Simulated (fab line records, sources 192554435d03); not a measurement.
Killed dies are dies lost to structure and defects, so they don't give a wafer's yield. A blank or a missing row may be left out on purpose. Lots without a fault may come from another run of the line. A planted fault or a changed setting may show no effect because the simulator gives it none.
fab line records | flow n5_finfet
record lots=9 wafers=27 last_day=18
route steps=1938 shown BEOL_M4@1111 BEOL_M10@1490 PASSIVATION@1936
lots that met no fault: from a run of the same line without faults
start_h: hours from the record's first day to the start of the lot's first wafer shown | wait_h: hours since the lot's step before | " the same as in the row above | L1.1+2: a row that stands for several wafers | - no value, or no start given | * or withheld: withheld | < > ~ a bound
route shown NAME@n: a module of which the file shows steps, and the number in the route of the first | usual: mean/standard deviation of fault-free wafers | same: alike in all rows | chamber/n: place in a boat | sites: the reading at each site | _std_site: their standard deviation | _edge_site: outer sites' mean less inner sites' | radius_mm: how far each site lies from the wafer's centre | mask NAME#n: copy n | behind: the tool/chamber that last shaped the wafer | hold: why the lot was held/for how many hours/how that ended | device: the transistor (n, p or np) that didn't switch | end of line: the same wafers' tests at the end of the route | a step without rows: its recipe alone | killed: dies lost to structure and defects at the first sort, not the wafer's yield | map: a wafer's dies, x killed, . not, _ none there
set.NAME: the setting as run; set.NAME@STEP: as run at that earlier step | model.NAME: the simulator's own value behind a step, which no gauge read
steps of the route over a sample of lots; a table a step, a row a wafer
services: from which hour (start_h, from the record's first day; less than 0 if before it) a tool's chamber was out of use, for how many hours, and why
## steps
# step N5_BEOL_M4_RC_MEAS_101
# usual DIBL_N=36.4/1.3 DIBL_P=36.5/1.7 IOFF_N=0.154/0.022 IOFF_P=0.202/0.025 ION_N=671/9.8 ION_P=460/6.8 SS_N=71.6/0.54 SS_P=73.4/0.58 VT_N=250.9/2.8 VT_P=-251.4/2.7
# columns lot.wafer tool chamber start_h wait_h DIBL_N[mV/V] DIBL_P[mV/V] IOFF_N[nA/um] IOFF_P[nA/um] ION_N[uA/um] ION_P[uA/um] SS_N[mV/dec] SS_P[mV/dec] VT_N[mV] VT_P[mV]
L200.1 prober-01 0 167.88 0.0 39.0 37.2 0.176 0.213 686 469 73.3 74.2 247.0 -251.2
L200.2 " 0 " " 39.4 37.7 0.183 0.222 683 461 72.5 74.1 247.6 -249.5
L200.6 " 0 " " 40.5 39.9 0.224 0.259 697 477 72.8 74.2 244.5 -250.8
L202.1 prober-02 0 175.60 0.0 37.7 38.0 0.170 0.216 667 457 71.6 74.3 249.1 -252.6
L202.2 " 0 " " 34.9 34.4 0.125 0.167 657 453 70.8 73.3 255.3 -256.2
L202.4 " 0 " " 37.6 37.3 0.170 0.201 672 456 71.3 74.2 251.2 -253.2
L208.1 prober-02 0 222.66 0.0 36.6 37.3 0.159 0.232 669 466 71.8 74.1 250.7 -248.4
L208.4 " 0 " " 35.6 35.2 0.135 0.194 664 461 71.9 73.4 253.0 -250.1
L208.5 " 0 " " 35.2 35.7 0.135 0.200 669 471 70.7 73.5 251.4 -249.6
L211.1 prober-02 0 228.32 0.0 36.7 37.2 0.154 0.200 664 453 71.4 73.1 250.5 -254.0
L211.5 " 0 " " 35.6 36.0 0.136 0.178 664 461 71.0 73.7 254.1 -253.2
L211.6 " 0 " " 36.3 37.2 0.152 0.200 668 459 71.6 73.6 250.8 -250.2
L214.2 prober-02 0 261.57 0.2 35.3 35.9 0.150 0.196 689 471 71.5 73.8 247.1 -252.5
L214.3 " 0 " " 36.9 37.8 0.181 0.220 689 467 72.5 73.8 248.2 -249.6
L214.5 " 0 " " 35.7 35.5 0.150 0.189 674 462 71.9 73.2 249.2 -251.8
L218.2 prober-02 0 270.59 0.2 38.0 37.3 0.181 0.232 661 451 72.6 73.1 249.9 -248.6
L218.3 " 0 " " 37.6 37.1 0.163 0.225 672 461 72.0 73.5 252.3 -251.1
L218.5 " 0 " " 37.0 36.4 0.157 0.221 671 463 71.7 73.4 250.5 -250.3
L220.2 prober-01 0 295.86 0.2 37.1 35.6 0.163 0.198 661 449 71.9 73.7 250.8 -252.9
L220.3 " 0 " " 37.6 37.3 0.188 0.241 676 463 71.9 74.4 244.2 -245.9
L220.5 " 0 " " 37.2 37.7 0.193 0.248 687 469 71.4 73.6 246.1 -245.7
L223.1 prober-01 0 305.59 0.0 36.1 37.4 0.157 0.192 677 453 71.5 73.3 247.4 -252.0
L223.2 " 0 " " 37.4 38.9 0.189 0.220 685 465 71.6 74.2 245.6 -250.3
L223.3 " 0 " " 37.3 38.9 0.187 0.211 669 455 71.8 73.7 248.7 -251.6
L222.3 prober-01 0 310.98 0.3 34.7 34.7 0.130 0.191 662 459 71.6 72.5 253.3 -251.2
L222.4 " 0 " " 35.0 35.3 0.134 0.199 679 466 70.6 72.7 251.0 -248.1
L222.5 " 0 " " 35.2 36.0 0.145 0.215 672 464 71.2 72.4 250.8 -249.1
# step N5_BEOL_M10_STRIP_67
# recipe chemistry=CF4 resist=SiARC power_w=300 bias_power_w=75 pressure_mtorr=50 cf4_flow_sccm=150 rf_frequency_hz=6e+07
# usual bias_power_w=74.99/0.25 cf4_flow_sccm=150.0/0.4 drypump_motor_current_A=5.8/0.35 oes_product_au=0.78/0.085 rf_vpp_V=270.4/1.5 showerhead_plenum_p_Torr=1.76/0.052 throttle_valve_pct=13.69/0.29
# columns lot.wafer tool chamber start_h wait_h bias_power_w cf4_flow_sccm drypump_motor_current_A oes_product_au rf_hours_counter_h rf_vpp_V showerhead_plenum_p_Torr throttle_valve_pct
L200.1 rie_diel-02 3 212.45 0.0 74.63 150.4 6.1 0.70 208 268.5 1.72 14.16
L200.2 " 2 " " 75.02 149.8 6.1 0.74 195 273.5 1.85 14.05
L200.6 " 3 " " 74.43 149.8 6.1 0.70 - 270.4 1.72 14.15
L202.1 rie_diel-05 1 219.84 0.0 75.07 150.1 5.1 0.90 35 271.4 1.75 13.26
L202.2 " 0 " " 75.36 150.2 5.6 0.83 75 271.5 1.75 13.42
L202.4 " 2 " " 75.11 149.9 6.2 0.89 19 270.8 1.83 13.49
L208.1 rie_diel-02 2 272.91 0.0 75.23 150.3 6.1 0.73 217 271.5 1.84 14.10
L208.4 " 0 " " 75.26 150.1 5.9 0.70 248 269.7 1.69 13.86
L208.5 " 1 " " 75.34 149.6 5.0 0.70 - 269.6 1.71 13.72
L211.1 rie_diel-02 3 276.48 0.0 74.96 149.9 6.1 0.69 231 270.0 1.71 14.20
L211.5 " 3 " " 74.77 150.1 6.1 0.68 - 269.7 1.71 14.21
L211.6 " 2 " " 74.69 149.6 6.2 0.73 - 271.3 1.84 14.07
L214.2 rie_diel-06 2 311.23 0.0 75.41 150.4 5.9 0.87 59 269.9 1.75 13.21
L214.3 " 1 " " 74.71 149.8 6.0 0.71 212 268.8 1.78 13.88
L214.5 " 2 " " 74.91 149.9 5.9 0.87 - 270.5 1.75 13.22
L218.2 rie_diel-05 2 323.86 0.0 75.03 150.3 6.2 0.84 61 271.5 1.82 13.60
L218.3 " 0 " " 75.04 149.9 5.6 0.80 110 269.1 1.74 13.53
L218.5 " 1 " " 75.07 149.4 5.1 0.84 - 269.9 1.74 13.37
L220.2 rie_diel-06 0 344.20 0.0 74.87 149.9 5.8 0.84 77 269.3 1.75 13.55
L220.3 " 1 " " 74.81 150.2 6.0 0.70 224 270.5 1.78 13.91
L220.5 " 0 " " 75.00 150.0 5.8 0.83 - 269.7 1.75 13.56
L223.1 rie_diel-02 2 352.33 0.0 74.88 150.1 6.1 0.71 245 272.0 1.84 14.16
L223.2 " 3 " " 75.44 150.1 6.1 0.98 2 273.3 1.92 13.71
L223.3 " 0 " " 75.31 150.1 5.9 0.93 13 273.9 1.90 13.29
L222.3 rie_diel-06 1 369.97 0.0 75.01 149.6 6.0 0.69 233 271.1 1.77 13.93
L222.4 " 0 " " 74.46 149.9 5.8 0.83 - 271.3 1.75 13.58
L222.5 " 1 " " 75.29 150.3 6.0 0.69 - 269.9 1.77 13.94
# step N5_BEOL_M10_DESCUM_33
# recipe chemistry=O2 time_s=7.9 source_power_w=50 bias_power_w=20 pressure_mtorr=20 rf_frequency_hz=2.712e+07 temp_c=40 resist=CAR-ArF o2_flow_sccm=225
# usual drypump_motor_current_A=5.8/0.41 o2_flow_sccm=225.0/0.68 oes_product_au=0.78/0.088 rf_vpp_V=242.6/1.3 showerhead_plenum_p_Torr=2.05/0.073 throttle_valve_pct=20.54/0.29
# columns lot.wafer tool chamber start_h wait_h drypump_motor_current_A o2_flow_sccm oes_product_au rf_hours_counter_h rf_vpp_V showerhead_plenum_p_Torr throttle_valve_pct
L200.1 rie_diel-02 1 213.48 0.1 5.0 224.8 0.70 195 240.6 1.99 20.38
L200.2 " 0 " " 5.9 224.8 0.70 226 241.0 1.98 20.67
L200.6 " 2 " " 6.1 224.6 0.73 - 244.1 2.17 20.93
L202.1 rie_diel-02 2 221.71 0.0 6.1 225.7 0.73 198 245.5 2.17 20.93
L202.2 " 0 " " 5.9 225.0 0.71 230 242.7 1.98 20.68
L202.4 " 3 " " 6.1 225.1 0.70 212 242.0 1.98 20.93
L208.1 rie_diel-02 0 274.99 0.0 5.9 225.3 0.68 249 241.5 1.98 20.72
L208.4 " 1 " " 5.0 225.1 0.69 219 241.0 1.98 20.41
L208.5 " 0 " " 5.9 224.6 0.68 - 241.0 1.98 20.71
L211.1 rie_diel-05 1 280.44 0.0 5.1 226.3 0.88 62 241.3 2.03 20.17
L211.5 " 1 " " 5.1 224.3 0.86 - 242.5 2.03 20.19
L211.6 " 0 " " 5.6 224.2 0.81 - 242.8 2.02 20.28
L214.2 rie_diel-02 2 312.55 0.7 6.1 226.0 0.70 234 244.3 2.16 20.99
L214.3 " 3 " " 6.2 223.8 0.68 247 240.5 1.97 20.99
L214.5 " 2 " " 6.1 225.1 0.70 - 245.1 2.16 20.99
L218.2 rie_diel-05 1 325.57 0.0 5.1 225.9 0.85 78 242.6 2.02 20.21
L218.3 " 0 " " 5.7 225.7 0.80 110 241.5 2.01 20.32
L218.5 " 1 " " 5.1 225.2 0.85 - 242.2 2.02 20.20
L220.2 rie_diel-05 2 345.02 0.0 6.2 224.4 0.82 70 243.0 2.11 20.47
L220.3 " 0 " " 5.6 225.4 0.78 119 243.5 2.01 20.32
L220.5 " 2 " " 6.2 225.5 0.83 - 241.7 2.11 20.47
L223.1 rie_diel-05 3 356.85 0.0 5.7 224.2 0.91 27 242.5 2.04 20.14
L223.2 " 2 " " 6.3 225.4 0.82 74 244.0 2.11 20.48
L223.3 " 1 " " 5.1 225.1 0.84 87 242.0 2.02 20.22
L222.3 rie_diel-02 0 371.77 0.0 5.9 224.1 0.92 22 244.1 2.23 20.32
L222.4 " 3 " " 6.1 224.2 0.95 - 245.8 2.23 20.61
L222.5 " 0 " " 5.9 223.4 0.91 - 244.7 2.23 20.31
# step N5_BEOL_M10_STRIP_36
# recipe chemistry=N2/H2 power_w=450 temp_c=40 pressure_mtorr=20 rf_frequency_hz=6e+07 overash_fraction=0.3 bias_power_w=7 h2_frac=0.5 n2_flow_sccm=200 h2_flow_sccm=200
# usual bias_power_w=6.998/0.022 chamber_pressure_mTorr=20.00/0.037 drypump_motor_current_A=5.8/0.41 oes_product_au=0.77/0.088 rf_vpp_V=58.9/1.9 showerhead_plenum_p_Torr=2.49/0.085 throttle_valve_pct=23.78/0.3
# columns lot.wafer tool chamber start_h wait_h bias_power_w chamber_pressure_mTorr drypump_motor_current_A oes_product_au rf_hours_counter_h rf_vpp_V showerhead_plenum_p_Torr throttle_valve_pct
L200.1 rie_diel-02 1 213.75 0.0 7.007 19.98 5.0 0.71 196 59.3 2.42 23.64
L200.2 " 0 " " 7.035 20.09 5.9 0.71 226 55.0 2.40 23.93
L200.6 " 2 " " 7.025 20.05 6.2 0.73 - 58.4 2.63 24.00
L202.1 rie_diel-02 2 221.98 0.0 6.997 20.01 6.2 0.72 199 62.7 2.62 24.04
L202.2 " 0 " " 6.989 20.04 5.9 0.69 230 55.4 2.40 23.95
L202.4 " 3 " " 7.022 19.98 6.1 0.70 212 59.7 2.41 24.17
L208.1 rie_diel-02 0 275.26 0.0 - - - - - - - -
L208.4 " 1 " " - - - - - - - -
L208.5 " 0 " " - - - - - - - -
L211.1 rie_diel-05 1 280.71 0.0 - - - - - - - -
L211.5 " 1 " " - - - - - - - -
L211.6 " 0 " " - - - - - - - -
L214.2 rie_diel-02 2 312.83 0.0 6.995 20.00 6.2 0.70 234 55.4 2.61 24.10
L214.3 " 3 " " 7.015 19.99 6.1 0.68 247 59.2 2.40 24.20
L214.5 " 2 " " 7.018 19.99 6.2 0.71 - 61.8 2.61 24.08
L218.2 rie_diel-05 1 325.84 0.0 7.025 19.96 5.1 0.85 78 56.8 2.48 23.70
L218.3 " 0 " " 6.984 19.98 5.6 0.81 111 61.3 2.45 23.56
L218.5 " 1 " " 7.009 19.99 5.1 0.84 - 59.6 2.48 23.69
L220.2 rie_diel-05 2 345.30 0.0 7.016 19.98 6.3 0.83 71 57.2 2.57 23.65
L220.3 " 0 " " 6.963 20.04 5.6 0.79 120 58.4 2.45 23.55
L220.5 " 2 " " 6.983 19.98 6.3 0.84 - 60.1 2.57 23.66
L223.1 rie_diel-05 3 357.12 0.0 7.007 19.98 5.8 0.91 27 59.8 2.48 23.45
L223.2 " 2 " " 7.028 20.00 6.3 0.82 74 60.1 2.57 23.69
L223.3 " 1 " " 6.988 20.01 5.1 0.85 87 57.7 2.47 23.69
L222.3 rie_diel-02 0 372.04 0.0 7.002 20.00 5.9 0.89 22 58.4 2.70 23.59
L222.4 " 3 " " 6.998 19.93 6.1 0.95 - 60.2 2.72 23.83
L222.5 " 0 " " 6.985 19.98 5.9 0.90 - 60.4 2.70 23.58
# step N5_BEOL_M10_CD_MEAS_35
# recipe target_cd_nm=70 polarity=opening
# usual cd_nm=70.2/0.46
# columns lot.wafer tool chamber start_h wait_h cd_nm
L200.1 cd_sem-03 - 214.12 0.0 70.8
L200.2 " - " " 71.3
L200.6 " - " " 71.0
L202.1 cd_sem-03 - 222.36 0.0 70.4
L202.2 " - " " 69.5
L202.4 " - " " 70.3
L208.1 cd_sem-01 - 275.64 0.0 69.8
L208.4 " - " " 69.8
L208.5 " - " " 70.4
L211.1 cd_sem-01 - 281.09 0.0 70.1
L211.5 " - " " 70.7
L211.6 " - " " 70.6
L214.2 cd_sem-03 - 313.20 0.0 69.5
L214.3 " - " " 69.7
L214.5 " - " " 69.7
L218.2 cd_sem-03 - 326.24 0.0 69.7
L218.3 " - " " 70.0
L218.5 " - " " 68.9
L220.2 cd_sem-01 - 345.68 0.0 69.9
L220.3 " - " " 70.6
L220.5 " - " " 69.4
L223.1 cd_sem-03 - 357.49 0.0 69.7
L223.2 " - " " 70.2
L223.3 " - " " 70.0
L222.3 cd_sem-03 - 372.51 0.0 70.2
L222.4 " - " " 69.9
L222.5 " - " " 70.2
# step N5_PASSIVATION_PROBE_49
# usual defect_limited_yield=91.1/1.3 killed_at_M0_to_M3=34/10 killed_at_M4_up=14/5.7 killed_at_contacts=12/5.9 killed_at_front_end=41/12 killed_at_other=4/3.1 killed_dies=105/15 killed_on_rim=14/4.2 killed_open=69/11 killed_short=35/7.8 sort_bin_5_function=5.3/0.81 sort_bin_6_memory=3.3/0.75 sort_n_pass=1075/15 sort_yield_pct=91.1/1.3
# same gross_dies=1180 killed_at_back_side=0 sort_bin_4_leakage[%]=0 sort_bin_8_speed[%]=0
# columns lot.wafer tool chamber start_h wait_h defect_limited_yield[%] killed_at_M0_to_M3 killed_at_M4_up killed_at_contacts killed_at_front_end killed_at_other killed_dies killed_on_rim killed_open killed_short sort_bin_5_function[%] sort_bin_6_memory[%] sort_n_pass sort_yield_pct[%]
L208.1 prober-02 - 329.65 0.0 0 19 1055 30 75 1 1180 152 95 39 95.6 4.2 0 0
L208.4 prober-02 - 329.80 0.2 0 29 1084 8 54 5 1180 152 73 35 96.4 3.5 0 0
L208.5 prober-02 - 329.85 0.2 0 47 1029 18 83 3 1180 152 113 49 94.8 5.1 0 0
L211.1 prober-02 - 336.77 0.0 0 47 1085 5 38 5 1180 152 73 33 95.3 4.4 0 0
L211.5 prober-02 - 336.97 0.2 0 51 1081 16 26 6 1180 152 84 33 96.1 3.7 0 0
L211.6 prober-02 - 337.02 0.3 0 32 1101 12 32 3 1180 152 71 18 96.4 3.5 0 0
# killed by level:class
L208.1 BEOL_M10:area_ald=1046 FIN_SAQP:geometric_particle:open=33 MOL_CONTACT_COAG:geometric_particle:open=27 FIN_SAQP:geometric_particle:short=21 STI_FIN_REVEAL:geometric_particle:open=6 BEOL_M3:geometric_particle:open=6 BEOL_M2:geometric_particle:open=4 DUMMY_GATE:geometric_particle:open=3
L208.4 BEOL_M10:area_ald=1071 FIN_SAQP:geometric_particle:open=22 FIN_SAQP:geometric_particle:short=14 BEOL_M2:geometric_particle:open=11 BEOL_M3:geometric_particle:open=7 MOL_CONTACT_COAG:geometric_particle:open=6 BEOL_M4:geometric_particle:open=5 BEOL_M1:geometric_particle:open=4
L208.5 BEOL_M10:area_ald=1018 FIN_SAQP:geometric_particle:open=35 MOL_CONTACT_COAG:geometric_particle:open=12 STI_FIN_REVEAL:geometric_particle:open=11 BEOL_M3:geometric_particle:open=11 BEOL_M2:geometric_particle:open=10 FIN_SAQP:geometric_particle:short=9 BEOL_M0_SAQP:geometric_particle:short=9
L211.1 BEOL_M10:area_ald=1071 BEOL_M2:geometric_particle:open=14 STI_FIN_REVEAL:geometric_particle:open=10 BEOL_M1:geometric_particle:open=8 BEOL_M0_SAQP:geometric_particle:open=8 GATE_CUT:geometric_particle:short=6 BEOL_M3:geometric_particle:open=6 STARTING-WAFER:geometric_particle:open=5
L211.5 BEOL_M10:area_ald=1063 BEOL_M2:geometric_particle:open=19 MOL_CONTACT_COAG:geometric_particle:open=15 BEOL_M4:geometric_particle:open=14 BEOL_M0_SAQP:geometric_particle:short=9 BEOL_M1:geometric_particle:open=8 BEOL_M3:geometric_particle:open=6 BEOL_M0_SAQP:geometric_particle:open=5
L211.6 BEOL_M10:area_ald=1089 MOL_CONTACT_COAG:geometric_particle:open=11 BEOL_M2:geometric_particle:open=11 ILD0:geometric_particle:open=7 BEOL_M0_SAQP:geometric_particle:open=6 DUMMY_GATE:geometric_particle:open=5 BEOL_M0_SAQP:geometric_particle:short=5 BEOL_M4:geometric_particle:open=5
## services
# columns tool chamber start_h hours kind
rie_diel-06 2 209.85 1.5 repair
rie_diel-02 - 243.77 0.4 repair
rie_diel-05 0 246.43 14.1 repair
rie_diel-06 1 249.84 9.5 repair
rie_diel-05 3 260.62 - clean
rie_diel-06 0 274.73 1.6 repair
rie_diel-06 0 276.83 7.2 repair
rie_diel-02 0 286.55 12.4 repair
rie_diel-02 - 320.74 3.6 repair
rie_diel-02 3 326.28 - clean
rie_diel-02 3 326.28 - consumable_replace:focus_ring
rie_diel-02 3 326.28 - consumable_replace:showerhead
rie_diel-02 3 326.28 17.4 scheduled_down
rie_diel-02 3 326.28 17.4 vent_cycle
rie_diel-02 2 328.81 3.2 repair
rie_diel-06 1 352.27 2.4 repair
rie_diel-02 1 362.03 1.3 repair
rie_diel-02 1 363.60 - clean
rie_diel-02 1 363.60 - consumable_replace:focus_ring
rie_diel-02 1 363.60 - consumable_replace:showerhead
rie_diel-02 1 363.60 15.4 scheduled_down
rie_diel-02 1 363.60 15.4 vent_cycle
rie_diel-05 2 366.19 1.2 repair
rie_diel-06 2 368.01 12.3 repair
## key
first_sign step=N5_BEOL_M10_STRIP_36 reading=tool_record direction=missing
effect step=N5_PASSIVATION_PROBE_49 reading=killed_at_M4_up direction=up sigmas=99+ usual=14 struck=1072
more_kills_born_at N5_BEOL_M10_ALD_74@ald_metal-03=6358
met_at N5_BEOL_M10_STRIP_36
struck_lots L208,L211
later_rows_left_out L208.1,L208.4,L208.5,L211.1,L211.5,L211.6
not_acting_at N5_BEOL_M10_STRIP_67,N5_BEOL_M10_DESCUM_33,N5_BEOL_M10_CD_MEAS_35
onset_between 221.98 275.26
fault kind=skipped_step_whole tool=rie_diel-02,rie_diel-05 chamber=- onset_h=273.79 steps=N5_BEOL_M10_STRIP_36 scope=struck_lots_only
# later_rows_left_out: the simulator's readings of these wafers behind a module that went badly wrong aren't trusted and aren't shown, but for the sort
